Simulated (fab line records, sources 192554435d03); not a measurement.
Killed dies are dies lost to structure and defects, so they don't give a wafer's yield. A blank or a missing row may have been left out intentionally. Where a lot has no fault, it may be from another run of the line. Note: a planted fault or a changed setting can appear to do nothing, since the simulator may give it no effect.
fab line records ; flow n5Finfet ; part 2 of 2: steps 6 to 6 of 6
[record] lots = 8; wafers = 24; lastDay = 18
route steps=1938 shown BEOL_M9@1445 BEOL_M15@1830 PASSIVATION@1936
lots that met no fault: from a run of the same line without faults
startH: the number of hours between the record's first day and the start of the first shown wafer of the lot ; waitH: how many hours have passed since the lot's step before this one ; " as in the row above ; L1.1+2: a row that stands for several wafers ; - no value present, or no start provided ; * or withheld: withheld ; < > ~ a bound
route shown NAME@n: a module of which the file shows steps, and the number in the route of the first ; usual: mean and standard deviation over wafers with no fault ; same: alike in all rows ; chamber/n: place in a boat ; sites: each site's reading ; _std_site: standard deviation across them ; _edge_site: outer sites' mean less inner sites' ; radiusMm: how far each site lies from the wafer's centre ; mask NAME#n: copy n ; behind: the tool/chamber that last shaped the wafer ; hold: what put the lot on hold/how long, in hours/how the hold closed ; device: which transistor (n, p or np) failed to switch ; end of line: tests of these same wafers at the route's end ; for a step that has no rows: nothing shown but its recipe ; killed: the dies lost at the first sort to structure and to defects; this is not the yield of the wafer ; map: per-die view of a wafer (x killed, . not killed, _ where there is no die)
set.NAME: setting as actually run; set.NAME@STEP: the setting as run at that earlier step ; model.NAME: the simulator's own value behind a step, which no gauge read
steps of the route over a sample of lots; a table a step, a row a wafer
services: a tool's chamber out of use, with start hour (startH, from the record's first day; less than 0 if before it), hours out, and reason
[[steps]]
[step N5_PASSIVATION_PROBE_49]
[usual] defectLimitedYield = 91.0/1.5; killed_at_M0_to_M3 = 35/11; killed_at_M4_up = 13/6; killedAtContacts = 14/6.5; killedAtFrontEnd = 40/12; killedAtOther = 4/3.4; killedDies = 106/18; killedOpen = 68/14; killedShort = 35/7.7; sort_bin_4_leakage = 0/0; sort_bin_5_function = 5.2/0.98; sort_bin_6_memory = 3.4/0.72; sortNPass = 1074/18; sortYieldPct = 91.0/1.5
[same] grossDies = 1180; killedAtBackSide = 0; sort_bin_8_speed[%] = 0
lot.wafer;tool;chamber;startH;waitH;defectLimitedYield[%];killed_at_M0_to_M3;killed_at_M4_up;killedAtContacts;killedAtFrontEnd;killedAtOther;killedDies;killedOpen;killedShort;sort_bin_4_leakage[%];sort_bin_5_function[%];sort_bin_6_memory[%];sortNPass;sortYieldPct[%]
L754.1;prober-02;-;337.74;0.0;93.6;19;6;12;35;4;76;48;28;0;3.7;2.5;1104;93.6
L754.5;prober-02;-;337.94;0.2;94.7;18;11;8;21;4;62;30;29;0;3.1;1.8;1118;94.7
L754.6;prober-02;-;337.99;0.3;91.1;33;12;8;34;18;105;57;43;0;4.9;3.5;1075;91.1
L753.1;prober-01;-;345.05;0.0;92.5;34;11;5;33;5;88;48;40;0;4.2;3.1;1092;92.5
L753.4;prober-01;-;345.20;0.2;91.2;35;15;16;37;1;104;69;34;0.08;5.3;3.1;1076;91.2
L753.5;prober-01;-;345.25;0.2;90.9;30;19;31;26;1;107;69;36;0;5.4;3.3;1073;90.9
L751.1;prober-02;-;361.89;0.0;90.4;34;11;15;44;9;113;81;30;0;6.0;3.2;1067;90.4
L751.3;prober-02;-;361.99;0.1;90.6;9;12;10;79;1;111;69;38;0;5.2;3.6;1069;90.6
L751.4;prober-02;-;362.04;0.2;90.7;21;15;11;56;7;110;77;30;0.17;5.6;3.4;1070;90.7
L759.1;prober-02;-;363.02;0.0;90.8;45;17;14;30;2;108;76;31;0;5.0;4.1;1072;90.8
L759.5;prober-02;-;363.22;0.2;92.1;41;19;3;20;10;93;57;33;0;4.7;2.7;1087;92.1
L763.3;prober-01;-;382.26;0.1;92.5;34;10;11;31;3;89;55;28;0;4.7;2.5;1091;92.5
L763.5;prober-01;-;382.36;0.2;90.6;42;11;12;37;9;111;75;33;0;6.0;3.2;1069;90.6
L763.6;prober-01;-;382.41;0.3;93.2;22;11;18;26;3;80;45;30;0;3.5;3.0;1100;93.2
L765.1;prober-02;-;401.58;0.0;90.8;37;19;13;36;3;108;79;28;0;6.3;2.7;1072;90.8
L765.4;prober-02;-;401.73;0.2;93.1;21;21;16;24;0;82;59;19;0;3.7;3.0;1098;93.1
L765.6;prober-02;-;401.83;0.3;90.9;30;13;14;46;4;107;63;40;0;4.9;4.0;1073;90.9
L766.2;prober-01;-;410.07;0.1;90.0;29;16;14;54;5;118;78;39;0;6.1;3.6;1062;90.0
L766.4;prober-01;-;410.17;0.2;90.9;29;12;19;41;6;107;84;22;0;5.3;3.4;1073;90.9
L766.5;prober-01;-;410.22;0.2;89.4;36;18;20;47;4;125;83;42;0;6.4;3.8;1055;89.4
L761.3;prober-02;-;425.48;0.1;89.2;38;35;15;39;0;127;91;33;0;6.8;3.6;1053;89.2
L761.4;prober-02;-;425.53;0.2;91.0;37;19;10;36;4;106;76;29;0;5.1;3.8;1074;91.0
L761.5;prober-02;-;425.58;0.2;87.9;58;23;12;49;1;143;102;34;0;7.5;4.0;1037;87.9
// killed by level:class
L754.1 STI_FIN_REVEAL:geometricParticle:open=9 DUMMY_GATE:geometricParticle:open=8 MOL_CONTACT_COAG:geometricParticle:open=8 BEOL_M0_SAQP:geometricParticle:short=6 FIN_SAQP:geometricParticle:open=4 FIN_SAQP:geometricParticle:short=4 BEOL_M2:geometricParticle:open=4 MOL_CONTACT_COAG:geometricParticle:short=4
L754.5 MOL_CONTACT_COAG:geometricParticle:open=6 BEOL_M4:geometricParticle:short=5 FIN_SAQP:geometricParticle:short=4 DUMMY_GATE:geometricParticle:open=4 BEOL_M2:geometricParticle:open=4 STARTING-WAFER:geometricParticle:short=4 BEOL_M0_SAQP:geometricParticle:open=3 BEOL_M0_SAQP:geometricParticle:short=3
L754.6 FIN_SAQP:geometricParticle:short=9 MIM_TOP_ETCH:geometricParticle:short=9 BEOL_M1:geometricParticle:open=9 MOL_CONTACT_COAG:geometricParticle:open=7 FIN_SAQP:geometricParticle:open=6 BEOL_M0_SAQP:geometricParticle:short=6 MIM_TOP_ETCH:geometricParticle:open=6 BEOL_M0_SAQP:geometricParticle:open=5
L753.1 BEOL_M0_SAQP:geometricParticle:open=9 BEOL_M0_SAQP:geometricParticle:short=7 BEOL_M1:geometricParticle:open=7 FIN_SAQP:geometricParticle:short=6 STARTING-WAFER:geometricParticle:open=5 GATE_CUT:geometricParticle:short=4 STARTING-WAFER:geometricParticle:short=4 MOL_CONTACT_COAG:geometricParticle:open=3
L753.4 MOL_CONTACT_COAG:geometricParticle:open=13 BEOL_M3:geometricParticle:open=8 BEOL_M1:geometricParticle:short=8 SPACER0:geometricParticle:open=6 BEOL_M0_SAQP:geometricParticle:open=6 STARTING-WAFER:geometricParticle:open=6 STI_FIN_REVEAL:geometricParticle:open=5 BEOL_M0_SAQP:geometricParticle:short=5
L753.5 MOL_CONTACT_COAG:geometricParticle:open=24 BEOL_M0_SAQP:geometricParticle:short=10 BEOL_M0_SAQP:geometricParticle:open=8 GATE_CUT:geometricParticle:short=7 MOL_CONTACT_COAG:geometricParticle:short=7 GATE_CUT:geometricParticle:open=5 BEOL_M5:geometricParticle:open=5 FIN_SAQP:geometricParticle:open=4
L751.1 MOL_CONTACT_COAG:geometricParticle:open=13 STI_FIN_REVEAL:geometricParticle:open=10 GATE_CUT:geometricParticle:short=10 BEOL_M2:geometricParticle:open=9 BEOL_M3:geometricParticle:open=8 GATE_CUT:geometricParticle:open=7 FIN_SAQP:geometricParticle:open=6 BEOL_M0_SAQP:geometricParticle:short=6
L751.3 STI_FIN_REVEAL:geometricParticle:open=23 FIN_SAQP:geometricParticle:open=14 FIN_SAQP:geometricParticle:short=10 GATE_CUT:geometricParticle:short=8 DUMMY_GATE:geometricParticle:open=7 MOL_CONTACT_COAG:geometricParticle:open=7 BEOL_M4:geometricParticle:open=6 STI_FIN_REVEAL:geometricParticle:short=4
L751.4 STI_FIN_REVEAL:geometricParticle:open=21 GATE_CUT:geometricParticle:short=10 MOL_CONTACT_COAG:geometricParticle:open=9 BEOL_M3:geometricParticle:open=8 FIN_SAQP:geometricParticle:open=6 BEOL_M0_SAQP:geometricParticle:open=5 BEOL_M4:geometricParticle:open=4 DUMMY_GATE:geometricParticle:open=4
L759.1 BEOL_M2:geometricParticle:open=14 MOL_CONTACT_COAG:geometricParticle:open=11 BEOL_M0_SAQP:geometricParticle:short=11 BEOL_M4:geometricParticle:open=10 STI_FIN_REVEAL:geometricParticle:open=6 BEOL_M3:geometricParticle:open=6 STARTING-WAFER:geometricParticle:short=5 GATE_CUT:geometricParticle:short=4
L759.5 BEOL_M4:geometricParticle:open=11 BEOL_M1:geometricParticle:open=9 BEOL_M0_SAQP:geometricParticle:short=7 BEOL_M2:geometricParticle:open=7 FIN_SAQP:geometricParticle:short=6 STI_FIN_REVEAL:geometricParticle:open=6 BEOL_M0_SAQP:geometricParticle:open=5 BEOL_M1:geometricParticle:short=5
L763.3 BEOL_M0:geometricParticle:open=8 BEOL_M2:geometricParticle:open=7 MOL_CONTACT_COAG:geometricParticle:open=6 BEOL_M0_SAQP:geometricParticle:short=4 BEOL_M0_SAQP:geometricParticle:open=4 BEOL_M3:geometricParticle:open=4 FIN_SAQP:geometricParticle:short=3 DUMMY_GATE:geometricParticle:open=3
L763.5 STI_FIN_REVEAL:geometricParticle:open=9 MOL_CONTACT_COAG:geometricParticle:open=9 BEOL_M2:geometricParticle:open=9 BEOL_M0_SAQP:geometricParticle:open=8 BEOL_M1:geometricParticle:open=8 DUMMY_GATE:geometricParticle:open=6 BEOL_M0_SAQP:geometricParticle:short=5 BEOL_M1:geometricParticle:short=5
L763.6 MOL_CONTACT_COAG:geometricParticle:open=14 BEOL_M0_SAQP:geometricParticle:short=6 BEOL_M0:geometricParticle:open=5 BEOL_M4:geometricParticle:open=5 DUMMY_GATE:geometricParticle:open=4 ILD0:geometricParticle:short=4 MOL_CONTACT_COAG:geometricParticle:short=4 STI_FIN_REVEAL:geometricParticle:open=3
L765.1 STI_FIN_REVEAL:geometricParticle:open=21 MOL_CONTACT_COAG:geometricParticle:open=10 BEOL_M0_SAQP:geometricParticle:short=10 BEOL_M0_SAQP:geometricParticle:open=9 BEOL_M4:geometricParticle:open=9 GATE_CUT:geometricParticle:short=5 BEOL_M2:geometricParticle:open=5 BEOL_M3:geometricParticle:open=5
L765.4 MOL_CONTACT_COAG:geometricParticle:open=12 STI_FIN_REVEAL:geometricParticle:open=8 BEOL_M1:geometricParticle:open=6 BEOL_M3:geometricParticle:open=6 BEOL_M4:geometricParticle:open=6 STARTING-WAFER:geometricParticle:short=4 MOL_CONTACT_COAG:geometricParticle:short=3 BEOL_M5:geometricParticle:open=3
L765.6 GATE_CUT:geometricParticle:short=11 MOL_CONTACT_COAG:geometricParticle:open=10 STI_FIN_REVEAL:geometricParticle:open=9 BEOL_M0_SAQP:geometricParticle:open=7 DUMMY_GATE:geometricParticle:open=5 BEOL_M1:geometricParticle:open=5 BEOL_M3:geometricParticle:open=5 STARTING-WAFER:geometricParticle:open=5
L766.2 MOL_CONTACT_COAG:geometricParticle:open=11 DUMMY_GATE:geometricParticle:open=10 FIN_SAQP:geometricParticle:open=9 BEOL_M2:geometricParticle:open=9 BEOL_M0_SAQP:geometricParticle:open=7 FIN_SAQP:geometricParticle:short=6 STI_FIN_REVEAL:geometricParticle:open=6 BEOL_M0_SAQP:geometricParticle:short=6
L766.4 STI_FIN_REVEAL:geometricParticle:open=18 MOL_CONTACT_COAG:geometricParticle:open=17 BEOL_M0_SAQP:geometricParticle:open=8 FIN_SAQP:geometricParticle:open=7 BEOL_M0_SAQP:geometricParticle:short=7 BEOL_M2:geometricParticle:open=7 DUMMY_GATE:geometricParticle:open=6 BEOL_M1:geometricParticle:open=3
L766.5 MOL_CONTACT_COAG:geometricParticle:open=16 BEOL_M0_SAQP:geometricParticle:open=12 FIN_SAQP:geometricParticle:open=11 BEOL_M0_SAQP:geometricParticle:short=9 STI_FIN_REVEAL:geometricParticle:open=7 BEOL_M2:geometricParticle:open=7 FIN_SAQP:geometricParticle:short=6 BEOL_M4:geometricParticle:open=5
L761.3 BEOL_M4:geometricParticle:open=26 MOL_CONTACT_COAG:geometricParticle:open=13 FIN_SAQP:geometricParticle:short=9 BEOL_M0_SAQP:geometricParticle:open=8 BEOL_M3:geometricParticle:open=8 FIN_SAQP:geometricParticle:open=7 BEOL_M2:geometricParticle:open=7 BEOL_M3:geometricParticle:short=5
L761.4 BEOL_M4:geometricParticle:open=13 BEOL_M3:geometricParticle:open=12 FIN_SAQP:geometricParticle:open=8 MOL_CONTACT_COAG:geometricParticle:open=7 STI_FIN_REVEAL:geometricParticle:open=6 BEOL_M1:geometricParticle:open=6 BEOL_M2:geometricParticle:open=6 GATE_CUT:geometricParticle:short=5
L761.5 BEOL_M3:geometricParticle:open=20 BEOL_M4:geometricParticle:open=15 BEOL_M1:geometricParticle:open=12 MOL_CONTACT_COAG:geometricParticle:open=10 STI_FIN_REVEAL:geometricParticle:open=9 FIN_SAQP:geometricParticle:short=7 BEOL_M2:geometricParticle:open=7 DUMMY_GATE:geometricParticle:open=6
[[services]]
tool;chamber;startH;hours;kind
rieDiel-06;2;237.70;13.5;repair
uvCure-02;-;252.87;0.4;repair
rieDiel-03;-;272.44;14.6;pm
aldMetal-02;1;288.42;30.4;repair
uvCure-02;-;293.88;0.3;repair
rieDiel-03;2;302.30;-;clean
rieDiel-03;2;302.30;-;consumableReplace:focusRing
rieDiel-03;2;302.30;18.9;scheduledDown
rieDiel-03;2;302.30;18.9;ventCycle
rieDiel-05;3;311.98;18.2;repair
rieDiel-05;2;324.13;30.9;repair
uvCure-01;-;328.61;6.0;pm
uvCure-01;-;343.48;25.3;repair
aldMetal-02;0;351.13;3.6;repair
